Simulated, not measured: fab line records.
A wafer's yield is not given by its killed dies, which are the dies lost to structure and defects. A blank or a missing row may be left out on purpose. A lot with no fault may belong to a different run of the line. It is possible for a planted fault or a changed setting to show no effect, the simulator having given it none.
Matching of chambers | flow nand harc | 3 sister chambers for NHARC_A_STAIRCASE_DEP_325 on pecvd-01
The step deposits SiO2, target thk 3800 nm. 6 wafers are shown with their chamber, then 9 later ones without.

== WAFERS, EACH WITH ITS CHAMBER ==
wafer  | chamber | heater power w (W) | susceptor temp C (C)
L081.1 | 1       | 733                | 399.54
L086.3 | 0       | 709                | 400.04
L086.5 | 2       | 628                | 400.08
L089.1 | 0       | 631                | 399.95
L089.3 | 2       | 767                | 399.97
L089.4 | 1       | 697                | 400.09

== WAFERS MISSING THEIR CHAMBER ==
wafer  | heater power w (W) | susceptor temp C (C)
L093.1 | 738                | 400.24
L093.2 | 759                | 400.06
L093.3 | 628                | 399.83
L094.1 | 685                | 399.76
L094.2 | 846                | 399.97
L094.3 | 661                | 399.95
L097.1 | 799                | 400.04
L097.4 | 637                | 400.04
L097.5 | 554                | 399.99

== WHICH CHAMBER EACH ONE RAN IN ==
wafer  | from the rows above          | in truth
L093.1 | can't be placed: 2 or 0 or 1 | 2
L093.2 | can't be placed: 2 or 1 or 0 | 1
L093.3 | can't be placed: 0 or 1 or 2 | 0
L094.1 | can't be placed: 1 or 0 or 2 | 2
L094.2 | can't be placed: 1 or 2 or 0 | 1
L094.3 | can't be placed: 0 or 2 or 1 | 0
L097.1 | can't be placed: 2 or 1 or 0 | 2
L097.4 | can't be placed: 0 or 2 or 1 | 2
L097.5 | can't be placed: 0 or 2 or 1 | 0
Correctly placed: 0 of 9. These rows do not allow placing 9 (true chamber among the candidates in 9). Wrongly placed: 0.
How it was worked out, from the rows above alone: a wafer's distance from a chamber is the root of the sum, over the readings, of the square of ((its reading less the chamber's mean) divided by the reading's scatter). The wafer belongs to the nearest chamber; if the next one is less than 2 further off, it can't be placed. The mean given for a chamber averages the wafers shown for that chamber. The scatter: the root of (the sum of the squares of (reading less its chamber's mean) over the shown wafers, divided by (wafers less chambers)).
